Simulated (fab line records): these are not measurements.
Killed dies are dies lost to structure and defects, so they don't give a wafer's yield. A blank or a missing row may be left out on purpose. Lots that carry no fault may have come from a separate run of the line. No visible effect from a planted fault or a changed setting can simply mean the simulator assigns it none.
Matching of chambers -- flow n5 finfet -- N5_BEOL_M0_SAQP_ETCH_88 on rie diel-02: 4 sister chambers
The step etches underlayer in N2/H2, target depth 6.5 nm, time 5.2 s. 18 wafers are shown with their chamber, then 9 later ones without.

== WAFERS, EACH WITH ITS CHAMBER ==
wafer,chamber,showerhead plenum p Torr (Torr),drypump motor current A (A),throttle valve pct (%)
L075.1,0,2.67,6.1,17.60
L075.4,3,2.62,4.9,17.89
L075.5,3,2.62,4.9,17.93
L083.1,3,2.61,4.9,17.94
L083.4,1,2.50,5.9,18.26
L083.5,1,2.50,5.8,18.24
L085.3,0,2.66,6.1,17.63
L085.5,0,2.66,6.1,17.62
L085.6,3,2.61,4.9,17.93
L089.1,1,2.50,5.8,18.23
L089.4,2,2.46,5.1,17.85
L089.6,3,2.61,4.9,17.95
L091.1,0,2.66,6.1,17.65
L091.2,2,2.46,5.0,17.83
L091.3,3,2.60,4.9,17.95
L093.1,2,2.46,5.1,17.85
L093.5,3,2.60,4.9,17.96
L093.6,0,2.66,6.1,17.66

SIGNATURES (averages over the wafers above)
reading,chamber 0,chamber 1,chamber 2,chamber 3,scatter within a chamber
showerhead plenum p Torr,2.6620,2.5000,2.4600,2.6100,0.00586
drypump motor current A,6.100,5.833,5.067,4.900,0.0309
throttle valve pct,17.6320,18.2433,17.8433,17.9357,0.021
Rule: a wafer's distance from a chamber is the root of the sum, over the readings, of the square of ((its reading less the chamber's mean) divided by the reading's scatter). If the next closest chamber is less than 2 further off than the closest, the wafer can't be placed; otherwise it belongs to the closest. The scatter: take each reading less its chamber's mean, square it, sum over the shown wafers, divide by the number of wafers less the number of chambers, and take the root.

== WAFERS WHOSE CHAMBER IS MISSING ==
wafer,showerhead plenum p Torr (Torr),drypump motor current A (A),throttle valve pct (%)
L094.1,2.65,6.1,17.67
L094.3,2.60,4.9,17.97
L094.4,2.60,4.9,17.96
L095.2,2.46,5.1,17.85
L095.4,2.60,4.9,17.97
L095.5,2.50,5.8,17.80
L097.3,2.60,4.9,17.98
L097.4,2.49,5.8,17.84
L097.6,2.50,5.8,17.83

== EACH ONE'S CHAMBER ==
wafer,from the rows above,in truth
L094.1,0,0
L094.3,3,3
L094.4,3,3
L095.2,2,2
L095.4,3,3
L095.5,1,1
L097.3,3,3
L097.4,1,1
L097.6,1,1
9 of 9 placed correctly. Can't be placed from these rows: 0. Placed wrongly: 0.
